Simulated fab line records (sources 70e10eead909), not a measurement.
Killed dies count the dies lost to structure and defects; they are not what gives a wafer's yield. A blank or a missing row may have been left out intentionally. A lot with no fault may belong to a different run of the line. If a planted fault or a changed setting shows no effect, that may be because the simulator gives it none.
Chamber matching / flow nand-harc / NHARC_P_M1_PRE_CLEAN_32 on pecvd-02 has 3 sister chambers
The step time 12 s. 6 wafers are shown with their chamber, then 9 later ones without.

## WAFERS, EACH WITH ITS CHAMBER
wafer=L081.2; chamber=0; heater-power-w (W)=603
wafer=L081.3; chamber=1; heater-power-w (W)=587
wafer=L081.5; chamber=2; heater-power-w (W)=670
wafer=L086.3; chamber=1; heater-power-w (W)=584
wafer=L086.4; chamber=0; heater-power-w (W)=663
wafer=L086.6; chamber=2; heater-power-w (W)=682

## WAFERS WHOSE CHAMBER IS MISSING
wafer=L091.3; heater-power-w (W)=576
wafer=L091.4; heater-power-w (W)=556
wafer=L091.6; heater-power-w (W)=630
wafer=L093.4; heater-power-w (W)=606
wafer=L093.5; heater-power-w (W)=641
wafer=L093.6; heater-power-w (W)=621
wafer=L094.1; heater-power-w (W)=673
wafer=L094.2; heater-power-w (W)=623
wafer=L094.4; heater-power-w (W)=681

## WHICH CHAMBER EACH ONE RAN IN
wafer=L091.3; from the rows above=can't be placed: 1 or 0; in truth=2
wafer=L091.4; from the rows above=can't be placed: 1 or 0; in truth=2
wafer=L091.6; from the rows above=can't be placed: 0 or 1 or 2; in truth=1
wafer=L093.4; from the rows above=can't be placed: 1 or 0 or 2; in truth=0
wafer=L093.5; from the rows above=can't be placed: 0 or 2 or 1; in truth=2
wafer=L093.6; from the rows above=can't be placed: 0 or 1 or 2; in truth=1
wafer=L094.1; from the rows above=can't be placed: 2 or 0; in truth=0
wafer=L094.2; from the rows above=can't be placed: 0 or 1 or 2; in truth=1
wafer=L094.4; from the rows above=can't be placed: 2 or 0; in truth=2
Correct placement for 0 of the 9. These rows do not allow placing 9 (true chamber among the candidates in 7). Number placed wrongly: 0.
How it was worked out, from the rows above alone: a wafer's distance from a chamber is the root of the sum, over the readings, of the square of ((its reading less the chamber's mean) divided by the reading's scatter). If the next closest chamber is less than 2 further off than the closest, the wafer can't be placed; otherwise it belongs to the closest. Each chamber's mean is taken over the wafers shown for it. How the scatter is found: for the shown wafers, subtract from each reading the mean of its chamber, square and add these, divide the total by (wafers less chambers), then take the root.
